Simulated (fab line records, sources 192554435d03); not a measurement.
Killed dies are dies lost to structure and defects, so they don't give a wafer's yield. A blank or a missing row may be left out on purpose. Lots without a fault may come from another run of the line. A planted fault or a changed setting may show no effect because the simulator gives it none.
A struck lot beside a sound one | flow n5_finfet | 37 steps out of a route of 1938
Sound: wafers L426.1, L426.3, L426.5. Struck: wafers L416.1, L416.5. The cause comes at the end.
At each step with rows: each side's tool, then ch and its chambers, then its first start. Under that, the readings that differ: sound wafers | struck wafers | difference of the means | sigmas: that difference in standard deviations of wafers without a fault.
alike: readings whose means differ by less than 2 such deviations, and words and numbers that are the same on both sides. not compared: withheld readings, readings that some wafer has no value for, bounds like >300 that may hide the same value, and numbers for which the record gives no deviation and whose values overlap.
The two part at a step that has a row with sigmas, a row that says differs or no value, or rows on one side only. Numbers that don't overlap but have no deviation are shown without sigmas and don't part them. A reading that every wafer of one side lacks parts them only if that side has two wafers or more.

first, 11 steps without rows for these wafers: N5_BEOL_M14_TRENCH_ETCH_34 (etches SiO2 in C4F8/O2/Ar, target depth 556.65 nm, time 126.9 s); N5_BEOL_M14_STRIP_70 (strips in C4F8/O2/Ar); N5_BEOL_M14_STRIP_37 (strips in O2); N5_BEOL_M14_ETCH_38 (etches SiCN in CF4/N2, target depth 106.5 nm, time 120.6 s); N5_BEOL_M14_PRECLEAN_39 (cleans in residue remover, time 60 s); N5_BEOL_M14_SRD_40 (time 30 s, dry time 30 s); N5_BEOL_M14_DEGAS_41 (time 60 s); N5_BEOL_M14_PRE_CLEAN_42 (time 30 s); N5_BEOL_M14_SPUTTER_43 (material TaN, target thk 15 nm, time 24.19 s); N5_BEOL_M14_SPUTTER_44 (material Ta, target thk 15 nm, time 24.19 s); N5_BEOL_M14_SPUTTER_45 (material Cu, target thk 100 nm, time 16.67 s).
N5_BEOL_M14_ECD_47: material Cu, target thk 1248 nm.
  sound on ecd_cu-01 ch 0,1, day 16 01:11; struck on ecd_cu-01 ch 0,1, day 13 10:43
  reading                                 | sound          | struck      | difference | sigmas
  model.Cu_of_BEOL_M14_ECD_47.thk_nm (nm) | 1256 1262 1259 | 446.6 433.4 | -819.0     |
then, 1 step without rows for these wafers: N5_BEOL_M14_ANNEAL_48 (time 90 s).
N5_BEOL_M14_CMP_49: polishes, stops on SiO2, t overpolish 5.2 s, target thk 560 nm.
  sound on cmp-03 ch 0,2,3, day 16 01:43; struck on cmp-04 ch 2, day 13 11:29
  reading                                 | sound           | struck      | difference | sigmas
  time_to_endpoint_s (s)                  | 121 120 114     | 48 44       | -72        | -21
  model.Cu_of_BEOL_M14_ECD_47.thk_nm (nm) | 553 561.4 567.2 | 446.6 433.4 | -120.5     |
  alike: motor_current_A
N5_BEOL_M14_THK_MEAS_50: measures by xrf.
  sound on film_metro-02, day 16 01:58; struck on film_metro-02, day 13 11:47
  reading      | sound       | struck  | difference | sigmas
  M14_THK (nm) | 549 557 563 | 446 433 | -117       | -14
then, 2 steps without rows for these wafers: N5_BEOL_M14_PRE_CLEAN_52 (time 15 s); N5_BEOL_M14_DEP_53 (deposits SiCN from 3MS/NH3, target thk 50 nm, time 17.8 s).
N5_BEOL_M14_RS_MEAS_54: measures by four-point-probe.
  sound on film_metro-01, day 16 02:06; struck on film_metro-02, day 13 11:56
  reading         | sound                | struck        | difference | sigmas
  M14_RS (ohm/sq) | 0.0336 0.0331 0.0327 | 0.0419 0.0433 | +0.0095    | +21
then, 17 steps without rows for these wafers: N5_BEOL_M15_ILD_DEP_00 (deposits SiO2 from TEOS/O2, target thk 1629.3 nm, time 346.1 s); N5_BEOL_M15_COAT_58 (time 60 s, resist thk 89 nm); N5_BEOL_M15_COAT_04 (resist thk 800 nm); N5_BEOL_M15_EBR_06; N5_BEOL_M15_SOFTBAKE_05 (time 60 s); N5_BEOL_M15_EXPOSE_07 (exposes mask V14); N5_BEOL_M15_PEB_08 (peb time 90 s); N5_BEOL_M15_DEVELOP_09 (develop time 45 s); N5_BEOL_M15_HARDBAKE_14 (time 120 s); N5_BEOL_M15_DESCUM_15 (chemistry O2, time 7.9 s); N5_BEOL_M15_ETCH_59 (etches BARC in N2/H2, target depth 89 nm, overetch 26.7 nm, time 67.9 s); N5_BEOL_M15_VIA_ETCH_16 (etches SiO2 in C4F8/O2/Ar, target depth 1792.2 nm); N5_BEOL_M15_STRIP_63 (strips in O2); N5_BEOL_M15_STRIP_64 (strips in O2); N5_BEOL_M15_STRIP_65 (strips in post etch residue remover, time 60 s); N5_BEOL_M15_SRD_66 (time 30 s, dry time 30 s); N5_BEOL_M15_COAT_56 (time 60 s, resist thk 550 nm).
N5_BEOL_M15_RC_MEAS_101:
  sound on prober-02 ch 0, day 16 11:39; struck on prober-01 ch 0, day 13 19:59
  reading                    | sound             | struck      | difference | sigmas
  SERP_M14 (ohm/um)          | 0.164 0.162 0.159 | 0.204 0.212 | +0.046     | +15
  SERP_M14_max_site (ohm/um) | 0.165 0.164 0.162 | 0.206 0.214 | +0.046     | +15
  alike: COMB_M10, COMB_M11, COMB_M12, COMB_M13, COMB_M15, COMB_M5, COMB_M6, COMB_M7, COMB_M8, COMB_M9, SERP_M10, SERP_M11, SERP_M12, SERP_M13, SERP_M5, SERP_M6, SERP_M7, SERP_M8, SERP_M8_max_site, SERP_M9
N5_PASSIVATION_PROBE_49:
  sound on prober-02, day 17 05:15; struck on prober-01, day 14 11:43
  reading               | sound       | struck  | difference | sigmas
  killed_at_other       | 0 1 3       | 11 5    | +7         | +2
  sort_bin_6_memory (%) | 1.6 2.5 3.6 | 3.3 4.7 | +1.4       | +2
  alike: defect_limited_yield, killed_at_M0_to_M3, killed_at_M4_up, killed_at_contacts, killed_at_front_end, killed_dies, killed_open, killed_short, sort_bin_5_function, sort_n_pass, sort_yield_pct

WHERE THEY PART
First at N5_BEOL_M14_CMP_49; last, within this record, at N5_PASSIVATION_PROBE_49.

WHY: what the simulator had put in
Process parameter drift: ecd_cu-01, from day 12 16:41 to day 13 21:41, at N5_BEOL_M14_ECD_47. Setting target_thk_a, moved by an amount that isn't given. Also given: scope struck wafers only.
